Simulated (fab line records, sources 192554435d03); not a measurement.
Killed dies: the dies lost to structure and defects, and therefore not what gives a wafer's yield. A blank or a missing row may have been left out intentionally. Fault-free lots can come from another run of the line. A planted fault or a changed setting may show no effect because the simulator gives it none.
Matching of chambers	flow n5Finfet	4 sister chambers for N5_GATE_CUT_CMP_61 on cmp-01
The step polishes, stops on SiNx, t overpolish 3 s. 8 wafers are shown with their chamber, then 9 later ones without.

## EACH WAFER AND ITS CHAMBER
wafer	chamber	motorCurrentA (A)
L079.6	1	11.3
L079.1	2	13.1
L083.1	1	11.7
L087.5	0	11.7
L087.6	3	12.7
L088.4	2	12.9
L088.5	0	13.2
L088.6	3	11.9

## WAFERS WHOSE CHAMBER IS MISSING
wafer	motorCurrentA (A)
L090.2	12.4
L090.3	12.6
L090.5	11.8
L092.2	11.4
L092.4	12.4
L092.5	12.0
L093.2	12.9
L093.3	14.0
L093.6	13.6

## THE CHAMBER EACH PASSED THROUGH
wafer	from the rows above	in truth
L090.2	can't be placed: 0 or 3 or 2 or 1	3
L090.3	can't be placed: 0 or 3 or 2 or 1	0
L090.5	can't be placed: 1 or 3 or 0 or 2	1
L092.2	can't be placed: 1 or 3 or 0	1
L092.4	can't be placed: 0 or 3 or 2 or 1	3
L092.5	can't be placed: 3 or 0 or 1 or 2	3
L093.2	can't be placed: 2 or 0 or 3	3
L093.3	can't be placed: 2 or 0 or 3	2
L093.6	can't be placed: 2 or 0 or 3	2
Correct placement for 0 of the 9. From these rows, 9 cannot be placed; in 9 the true chamber is one of the candidates. Number placed wrongly: 0.
How it was worked out, from the rows above alone: a wafer's distance from a chamber is the root of the sum, over the readings, of the square of ((its reading less the chamber's mean) divided by the reading's scatter). The wafer belongs to the nearest chamber; if the next one is less than 2 further off, it can't be placed. Each chamber's mean is taken over the wafers shown for it. The scatter: take each reading less its chamber's mean, square it, sum over the shown wafers, divide by the number of wafers less the number of chambers, and take the root.
